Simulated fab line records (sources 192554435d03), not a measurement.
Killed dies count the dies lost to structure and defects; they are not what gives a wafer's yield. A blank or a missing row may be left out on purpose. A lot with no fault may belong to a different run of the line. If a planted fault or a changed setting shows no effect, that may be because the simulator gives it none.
fab line records ; flow n5_finfet
record: lots: 6; wafers: 17; last_day: 16
route steps=1938 shown BEOL_M1@835 BEOL_M2@841 BEOL_M4@1111 PASSIVATION@1936
lots that met no fault: taken from a fault-free run of the same line
start_h: start of the lot's first displayed wafer, in hours after the record's first day ; wait_h: time in hours since the lot's previous step ; " unchanged from the row above ; L1.1+2: a row that stands for several wafers ; - no value present, or no start provided ; * or withheld: withheld ; < > ~ a bound
route shown NAME@n: a module of which the file shows steps, and the number in the route of the first ; usual: average and standard deviation across the fault-free wafers ; same: alike in all rows ; chamber/n: place in a boat ; sites: each site's reading ; _std_site: the standard deviation of these ; _edge_site: inner sites' mean taken away from outer sites' mean ; radius_mm: for every site, how far away it sits from the centre of the wafer ; mask NAME#n: copy n ; behind: the tool/chamber that last shaped the wafer ; hold: the reason the lot was held/the length of the hold in hours/how it ended ; device: which transistor (n, p or np) failed to switch ; end of line: tests of these same wafers at the route's end ; for a step that has no rows: nothing shown but its recipe ; killed: at the first sort, the dies lost to defects and structure; wafer yield is something else ; map: a wafer's dies, marking killed ones x, the rest . and places with no die _
set.NAME: setting as actually run; set.NAME@STEP: the setting as run at that earlier step ; model.NAME: the simulator's own value behind a step, which no gauge read
a table for each step, a row for each wafer; lots at some steps of the route
services: from which hour (start_h, from the record's first day; less than 0 if before it) a tool's chamber was out of use, for how many hours, and why
== steps ==
step: N5_BEOL_M1_PRE_CLEAN_60
recipe: gas: NH3/H2; time_s: 15; temp_c: *; rf_power_w: 300
usual: heater_power_w: 82/20
same: time_s: 15
lot.wafer;tool;chamber;start_h;wait_h;heater_power_w
L321.1;cvd_co-02;0;150.34;0.1;107
L321.4;cvd_co-02;0;150.34;0.1;107
L321.5;cvd_co-02;2;150.34;0.1;99
L323.2;cvd_co-01;0;156.30;0.0;92
L323.3;cvd_co-01;1;156.30;0.0;55
L323.4;cvd_co-01;0;156.30;0.0;98
L326.2;cvd_co-02;1;173.96;0.0;80
L326.5;cvd_co-02;2;173.96;0.0;101
L326.6;cvd_co-02;1;173.96;0.0;80
L327.1;cvd_co-02;2;194.93;0.0;97
L327.2;cvd_co-02;1;194.93;0.0;79
L327.3;cvd_co-02;0;194.93;0.0;105
L334.1;cvd_co-01;0;230.29;0.0;96
L334.3;cvd_co-01;1;230.29;0.0;55
L334.4;cvd_co-01;0;230.29;0.0;95
L336.2;cvd_co-02;2;238.53;0.0;100
L336.6;cvd_co-02;0;238.53;0.0;103
step: N5_BEOL_M1_CO_CAP_55
recipe: material: Co; target_thk_a: 20; temp_c: 200; precursor: CCTBA/H2; pressure_torr: 30; time_s: 102.1
usual: heater_power_w: 232/25
same: time_s: 102.1
lot.wafer;tool;chamber;start_h;wait_h;heater_power_w
L321.1;cvd_co-02;0;150.38;0.0;265
L321.4;cvd_co-02;0;150.38;0.0;260
L321.5;cvd_co-02;2;150.38;0.0;253
L323.2;cvd_co-01;0;156.34;0.0;251
L323.3;cvd_co-01;1;156.34;0.0;202
L323.4;cvd_co-01;0;156.34;0.0;247
L326.2;cvd_co-02;1;174.00;0.0;233
L326.5;cvd_co-02;2;174.00;0.0;257
L326.6;cvd_co-02;1;174.00;0.0;226
L327.1;cvd_co-02;2;194.97;0.0;249
L327.2;cvd_co-02;1;194.97;0.0;224
L327.3;cvd_co-02;0;194.97;0.0;261
L334.1;cvd_co-01;0;230.33;0.0;247
L334.3;cvd_co-01;1;230.33;0.0;198
L334.4;cvd_co-01;0;230.33;0.0;251
L336.2;cvd_co-02;2;238.57;0.0;260
L336.6;cvd_co-02;0;238.57;0.0;261
step: N5_BEOL_M1_PRE_CLEAN_56
recipe: gas: NH3; time_s: 15; temp_c: withheld; rf_power_w: 300
step: N5_BEOL_M1_DEP_57
recipe: material: SiCN; target_thk_a: 80; temp_c: withheld; precursor: 3MS/NH3; pressure_torr: 3; rf_w: 202; time_s: 14
usual: showerhead_plenum_p_Torr: 3.667/0.012; throttle_valve_pct: 9.1/0.46
same: time_s: 14
lot.wafer;tool;chamber;start_h;wait_h;showerhead_plenum_p_Torr;throttle_valve_pct
L321.1;pecvd-02;2;150.50;0.0;3.685;8.8
L321.4;pecvd-02;2;150.50;0.0;3.679;9.0
L321.5;pecvd-02;0;150.50;0.0;3.643;9.8
L323.2;pecvd-03;1;156.46;0.0;3.675;9.2
L323.3;pecvd-03;0;156.46;0.0;3.660;9.7
L323.4;pecvd-03;0;156.46;0.0;3.658;9.5
L326.2;pecvd-03;2;174.12;0.0;3.687;8.4
L326.5;pecvd-03;0;174.12;0.0;3.667;9.6
L326.6;pecvd-03;2;174.12;0.0;3.686;8.5
L327.1;pecvd-02;0;195.08;0.0;3.648;9.4
L327.2;pecvd-02;1;195.08;0.0;3.658;9.6
L327.3;pecvd-02;2;195.08;0.0;3.682;8.7
L334.1;pecvd-03;2;230.45;0.0;3.679;8.7
L334.3;pecvd-03;0;230.45;0.0;3.653;9.4
L334.4;pecvd-03;1;230.45;0.0;3.665;9.4
L336.2;pecvd-01;1;238.69;0.0;3.664;9.5
L336.6;pecvd-01;2;238.69;0.0;3.675;8.6
step: N5_BEOL_M1_RS_MEAS_58
recipe: thk_meas_gauge: four-point-probe; reads: Co_of_BEOL_M1_CO_CAP_55+Cu_of_BEOL_M1_ECD_50+Co_of_BEOL_M1_CVD_47+TaN_of_BEOL_M1_ALD_84
usual: M1_RS: 0.68/0.031
lot.wafer;tool;chamber;start_h;wait_h;M1_RS[ohm/sq]
L321.1;film_metro-02;-;150.56;0.0;0.68
L321.4;film_metro-02;-;150.56;0.0;0.69
L321.5;film_metro-02;-;150.56;0.0;0.69
L323.2;film_metro-02;-;156.53;0.1;0.71
L323.3;film_metro-02;-;156.53;0.1;0.65
L323.4;film_metro-02;-;156.53;0.1;0.65
L326.2;film_metro-02;-;174.19;0.1;0.70
L326.5;film_metro-02;-;174.19;0.1;0.66
L326.6;film_metro-02;-;174.19;0.1;0.65
L327.1;film_metro-02;-;195.15;0.0;0.68
L327.2;film_metro-02;-;195.15;0.0;0.70
L327.3;film_metro-02;-;195.15;0.0;0.76
L334.1;film_metro-01;-;230.52;0.0;0.69
L334.3;film_metro-01;-;230.52;0.0;0.72
L334.4;film_metro-01;-;230.52;0.0;0.66
L336.2;film_metro-01;-;238.75;0.1;0.68
L336.6;film_metro-01;-;238.75;0.1;0.69
step: N5_BEOL_M1_INSPECT_59
recipe: inspect_instrument: darkfield; mode: post_dep
usual: raw_defect_count: 68/22
lot.wafer;tool;chamber;start_h;wait_h;raw_defect_count
L321.1;defect_inspect-02;-;150.59;0.0;52
L321.4;defect_inspect-02;-;150.59;0.0;69
L321.5;defect_inspect-02;-;150.59;0.0;104
L323.2;defect_inspect-01;-;156.55;0.0;78
L323.3;defect_inspect-01;-;156.55;0.0;92
L323.4;defect_inspect-01;-;156.55;0.0;90
L326.2;defect_inspect-01;-;174.21;0.0;21
L326.5;defect_inspect-01;-;174.21;0.0;46
L326.6;defect_inspect-01;-;174.21;0.0;69
L327.1;defect_inspect-01;-;195.43;0.3;70
L327.2;defect_inspect-01;-;195.43;0.3;112
L327.3;defect_inspect-01;-;195.43;0.3;62
L334.1;defect_inspect-01;-;230.54;0.0;52
L334.3;defect_inspect-01;-;230.54;0.0;46
L334.4;defect_inspect-01;-;230.54;0.0;80
L336.2;defect_inspect-02;-;238.78;0.0;79
L336.6;defect_inspect-02;-;238.78;0.0;59
step: N5_BEOL_M2_ILD_DEP_00
recipe: material: SiOC; target_thk_a: 790; temp_c: 350; precursor: DEMS/O2; pressure_torr: 5; rf_w: 500; time_s: 15.3
step: N5_BEOL_M2_THK_MEAS_01
recipe: reads: SiOC_of_BEOL_M2_ILD_DEP_00
usual: M2_ILD_THK: 78.6/1.1
lot.wafer;tool;chamber;start_h;wait_h;M2_ILD_THK[nm]
L321.1;film_metro-02;-;150.69;0.0;76.3
L321.4;film_metro-02;-;150.69;0.0;76.9
L321.5;film_metro-02;-;150.69;0.0;78.9
L323.2;film_metro-02;-;156.66;0.1;77.6
L323.3;film_metro-02;-;156.66;0.1;77.2
L323.4;film_metro-02;-;156.66;0.1;78.0
L326.2;film_metro-02;-;174.32;0.1;77.6
L326.5;film_metro-02;-;174.32;0.1;78.8
L326.6;film_metro-02;-;174.32;0.1;79.0
L327.1;film_metro-02;-;195.54;0.0;78.0
L327.2;film_metro-02;-;195.54;0.0;78.8
L327.3;film_metro-02;-;195.54;0.0;77.9
L334.1;film_metro-02;-;230.65;0.0;77.5
L334.3;film_metro-02;-;230.65;0.0;78.1
L334.4;film_metro-02;-;230.65;0.0;79.1
L336.2;film_metro-02;-;238.88;0.1;77.3
L336.6;film_metro-02;-;238.88;0.1;78.7
step: N5_BEOL_M2_PECVD_72
recipe: material: SiO2; target_thk_a: 160; temp_c: 400; precursor: TEOS/O2; pressure_torr: 5.5; rf_w: 450; teos_flow_sccm: 53.8; gas: O2; flow_sccm: 3000; time_s: 18
usual: heater_power_w: 669/81; showerhead_plenum_p_Torr: 8.79/0.061; throttle_valve_pct: 22.7/0.78
same: time_s: 18
lot.wafer;tool;chamber;start_h;wait_h;heater_power_w;showerhead_plenum_p_Torr;throttle_valve_pct
L321.1;pecvd-02;2;150.73;0.0;721;8.87;22.1
L321.4;pecvd-02;1;150.73;0.0;582;8.79;23.2
L321.5;pecvd-02;2;150.73;0.0;713;8.85;22.2
L323.2;pecvd-03;2;156.70;0.0;601;8.88;20.9
L323.3;pecvd-03;1;156.70;0.0;825;8.81;23.0
L323.4;pecvd-03;2;156.70;0.0;612;8.88;20.8
L326.2;pecvd-03;2;174.35;0.0;627;8.87;21.1
L326.5;pecvd-03;2;174.35;0.0;662;8.88;20.8
L326.6;pecvd-03;0;174.35;0.0;731;8.75;23.1
L327.1;pecvd-04;0;195.63;0.1;777;8.73;22.1
L327.2;pecvd-04;2;195.63;0.1;557;8.84;22.6
L327.3;pecvd-04;1;195.63;0.1;605;8.76;22.8
L334.1;pecvd-03;2;230.69;0.0;686;8.90;21.1
L334.3;pecvd-03;0;230.69;0.0;746;8.75;23.2
L334.4;pecvd-03;2;230.69;0.0;705;8.88;20.9
L336.2;pecvd-02;1;238.92;0.0;540;8.79;23.3
L336.6;pecvd-02;1;238.92;0.0;552;8.80;23.4
step: N5_BEOL_M2_HM_DEP_02
recipe: material: TiN; target_thk_a: 200; temp_c: 25; chamber_pressure_pa: 0.49996
usual: substrate_temp_c: 25.01/0.1; throttle_valve_pct: 30.2/0.94
lot.wafer;tool;chamber;start_h;wait_h;substrate_temp_c;throttle_valve_pct
L321.1;pvd_sputter-03;-;152.38;1.6;24.88;30.1
L321.4;pvd_sputter-03;-;152.38;1.6;25.02;30.3
L321.5;pvd_sputter-03;-;152.38;1.6;24.96;31.7
L323.2;pvd_sputter-02;-;157.21;0.5;24.89;30.2
L323.3;pvd_sputter-02;-;157.21;0.5;25.14;29.1
L323.4;pvd_sputter-02;-;157.21;0.5;25.02;29.2
L326.2;pvd_sputter-01;-;174.41;0.0;25.35;30.9
L326.5;pvd_sputter-01;-;174.41;0.0;25.09;31.8
L326.6;pvd_sputter-01;-;174.41;0.0;24.92;31.0
L327.1;pvd_sputter-03;-;196.32;0.7;25.09;30.5
L327.2;pvd_sputter-03;-;196.32;0.7;24.90;31.7
L327.3;pvd_sputter-03;-;196.32;0.7;24.98;29.2
L334.1;pvd_sputter-03;-;234.21;3.5;24.88;30.4
L334.3;pvd_sputter-03;-;234.21;3.5;25.03;31.9
L334.4;pvd_sputter-03;-;234.21;3.5;25.04;30.3
L336.2;pvd_sputter-01;-;241.01;2.1;24.92;31.7
L336.6;pvd_sputter-01;-;241.01;2.1;25.00;31.8
step: N5_BEOL_M2_COAT_61
recipe: resist: SOC; temp_c: 250; time_s: 60; spin_rpm: 1500; resist_thk_nm: 60
step: N5_BEOL_M2_COAT_62
recipe: resist: SiARC; temp_c: 220; time_s: 60; spin_rpm: 1500; resist_thk_nm: 12
step: N5_BEOL_M2_COAT_73
recipe: resist: underlayer; temp_c: 205; time_s: 60; spin_rpm: 1500; resist_thk_nm: 5
usual: exhaust_pa: 44.8/0.87; heater_power_total_W: 391.7/1.4; plate_temp_C: 204.99/0.15
same: time_s: 60
lot.wafer;tool;chamber;start_h;wait_h;exhaust_pa;heater_power_total_W;plate_temp_C
L321.1;litho_track-01;0;152.51;-;44.0;391.2;204.92
L321.4;litho_track-01;0;152.51;-;43.7;392.5;205.02
L321.5;litho_track-01;0;152.51;-;45.3;390.6;204.90
L323.2;litho_track-05;0;157.35;-;44.5;391.5;204.84
L323.3;litho_track-05;0;157.35;-;45.9;393.3;204.98
L323.4;litho_track-05;0;157.35;-;44.7;392.8;205.00
L326.2;litho_track-05;0;174.54;-;45.6;368.9;195.82
L326.5;litho_track-05;0;174.54;-;45.6;372.1;196.20
L326.6;litho_track-05;0;174.54;-;44.9;368.9;196.19
L327.1;litho_track-05;0;196.45;-;44.3;372.6;196.52
L327.2;litho_track-05;0;196.45;-;44.8;371.8;196.55
L327.3;litho_track-05;0;196.45;-;45.3;369.8;196.44
L334.1;litho_track-01;0;234.35;-;44.1;389.8;204.99
L334.3;litho_track-01;0;234.35;-;45.5;394.0;205.24
L334.4;litho_track-01;0;234.35;-;44.5;390.6;205.07
L336.2;litho_track-01;0;241.14;-;43.7;389.7;205.18
L336.6;litho_track-01;0;241.14;-;43.4;393.2;204.72
step: N5_BEOL_M2_COAT_05
recipe: resist: CAR-EUV; spin_rpm: 1500; resist_thk_nm: 30
step: N5_BEOL_M4_RC_MEAS_101
usual: DIBL_N: 36.3/1.6; DIBL_P: 36.2/2; IOFF_N: 0.160/0.028; IOFF_P: 0.21/0.036; ION_N: 677/11; ION_P: 465/6.9; SS_N: 71.5/0.55; SS_P: 73.3/0.64; VT_N: 250/3; VT_P: -250/3.5
lot.wafer;tool;chamber;start_h;wait_h;DIBL_N[mV/V];DIBL_P[mV/V];IOFF_N[nA/um];IOFF_P[nA/um];ION_N[uA/um];ION_P[uA/um];SS_N[mV/dec];SS_P[mV/dec];VT_N[mV];VT_P[mV]
L321.1;prober-01;0;193.36;0.0;37.1;35.3;0.159;0.23;689;486;71.8;72.2;246;-245
L321.4;prober-01;0;193.36;0.0;35.4;34.0;0.129;0.21;667;468;71.3;72.1;249;-247
L321.5;prober-01;0;193.36;0.0;35.2;33.4;0.137;0.21;682;480;70.3;72.2;250;-247
L323.2;prober-02;0;202.88;0.2;39.6;38.5;0.186;0.26;680;468;71.5;73.9;247;-247
L323.3;prober-02;0;202.88;0.2;40.0;39.4;0.186;0.27;678;469;72.4;74.2;247;-246
L323.4;prober-02;0;202.88;0.2;40.5;39.6;0.221;0.27;694;471;71.8;73.8;245;-244
L326.2;prober-01;0;223.02;0.2;36.3;36.6;0.168;0.26;685;478;70.6;73.3;247;-246
L326.5;prober-01;0;223.02;0.2;36.5;36.7;0.166;0.27;673;465;71.0;73.2;249;-245
L326.6;prober-01;0;223.02;0.2;36.0;35.9;0.153;0.24;677;475;71.0;73.1;249;-244
L327.1;prober-01;0;230.68;0.0;36.1;37.4;0.149;0.25;661;461;72.0;73.7;252;-247
L327.2;prober-01;0;230.68;0.0;36.0;36.1;0.145;0.22;676;469;71.0;72.5;251;-249
L327.3;prober-01;0;230.68;0.0;39.1;41.1;0.211;0.32;675;471;72.6;74.5;245;-241
L334.1;prober-01;0;277.38;0.0;34.2;34.1;0.119;0.17;664;459;71.1;73.0;257;-255
L334.3;prober-01;0;277.38;0.0;34.3;33.9;0.118;0.17;667;462;71.2;72.3;252;-250
L334.4;prober-01;0;277.38;0.0;34.3;34.6;0.124;0.18;668;459;71.3;72.8;254;-252
L336.2;prober-01;0;280.61;0.2;37.2;37.2;0.156;0.20;675;459;71.4;73.1;252;-251
L336.6;prober-01;0;280.61;0.2;37.4;38.1;0.176;0.22;680;465;72.3;73.5;249;-249
step: N5_PASSIVATION_PROBE_49
usual: defect_limited_yield: 91.2/1.5; killed_at_M0_to_M3: 36/10; killed_at_M4_up: 13/6; killed_at_contacts: 11/5.2; killed_at_front_end: 40/11; killed_at_other: 3.1/2.9; killed_dies: 104/17; killed_open: 66/12; killed_short: 34/7.7; sort_bin_5_function: 5.1/0.91; sort_bin_6_memory: 3.2/0.67; sort_n_pass: 1076/17; sort_yield_pct: 91.2/1.5
same: gross_dies: 1180; killed_at_back_side: 0; sort_bin_4_leakage[%]: 0; sort_bin_8_speed[%]: 0
lot.wafer;tool;chamber;start_h;wait_h;defect_limited_yield[%];killed_at_M0_to_M3;killed_at_M4_up;killed_at_contacts;killed_at_front_end;killed_at_other;killed_dies;killed_open;killed_short;sort_bin_5_function[%];sort_bin_6_memory[%];sort_n_pass;sort_yield_pct[%]
L326.2;prober-02;-;327.25;0.2;91.3;37;16;8;41;1;103;62;24;5.0;2.3;1077;91.3
L326.5;prober-02;-;327.40;0.3;91.6;27;15;5;50;2;99;53;28;4.5;2.4;1081;91.6
L326.6;prober-02;-;327.45;0.4;92.2;40;10;8;33;1;92;53;37;4.5;3.0;1088;92.2
killed by level:class
L326.2 HKMG_FIN:area_etch=15 BEOL_M0_SAQP:geometric_particle:open=11 MOL_CONTACT_COAG:geometric_particle:open=8 BEOL_M2:geometric_particle:open=7 STI_FIN_REVEAL:geometric_particle:open=6 BEOL_M0_SAQP:geometric_particle:short=6 DUMMY_GATE:geometric_particle:open=5 BEOL_M4:geometric_particle:open=5
L326.5 HKMG_FIN:area_etch=16 STI_FIN_REVEAL:geometric_particle:open=8 BEOL_M1:geometric_particle:open=7 ILD0:geometric_particle:open=5 GATE_CUT:geometric_particle:short=5 FIN_SAQP:geometric_particle:open=4 DUMMY_GATE:geometric_particle:open=4 ILD0:geometric_particle:short=4
L326.6 BEOL_M0_SAQP:geometric_particle:short=12 MOL_CONTACT_COAG:geometric_particle:open=8 STI_FIN_REVEAL:geometric_particle:open=7 BEOL_M0_SAQP:geometric_particle:open=7 FIN_SAQP:geometric_particle:open=5 BEOL_M1:geometric_particle:open=5 BEOL_M2:geometric_particle:short=5 STI_FIN_REVEAL:geometric_particle:short=4
== services ==
tool;chamber;start_h;hours;kind
pecvd-01;-;158.67;0.7;repair
cvd_co-01;0;163.50;9.1;repair
pvd_sputter-03;-;169.46;17.4;repair
pecvd-03;0;176.17;2.1;scheduled_down
pecvd-04;2;181.58;5.5;scheduled_down
pecvd-04;-;186.89;6.0;pm
pecvd-03;-;194.16;6.6;repair
pecvd-04;1;198.86;14.1;repair
pecvd-04;2;217.99;6.7;repair
pecvd-01;1;218.87;5.0;scheduled_down
== key ==
first_sign: step: N5_BEOL_M2_COAT_73; reading: plate_temp_C; direction: down; sigmas: 58; usual: *; struck: *
effect: step: N5_BEOL_M2_COAT_73; reading: heater_power_total_W; direction: down; sigmas: 15; usual: *; struck: *
met_at N5_BEOL_M2_COAT_73
struck_wafers L326.2,L326.5,L326.6,L327.1,L327.2,L327.3
baseline_loss: step: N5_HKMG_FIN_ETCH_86; wafers: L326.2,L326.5
onset_between 157.35 174.54
fault: kind: process_parameter_drift; tool: litho_track-05; chamber: -; onset_h: 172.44; steps: N5_BEOL_M2_COAT_73; channel: temp_c; offset: *; shape: step; end_h: 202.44; acts_in: *; stated: *
baseline_loss: these wafers lose ten dies or more at that step, a loss of the line's own and not of a fault; the sort's usual values leave them out
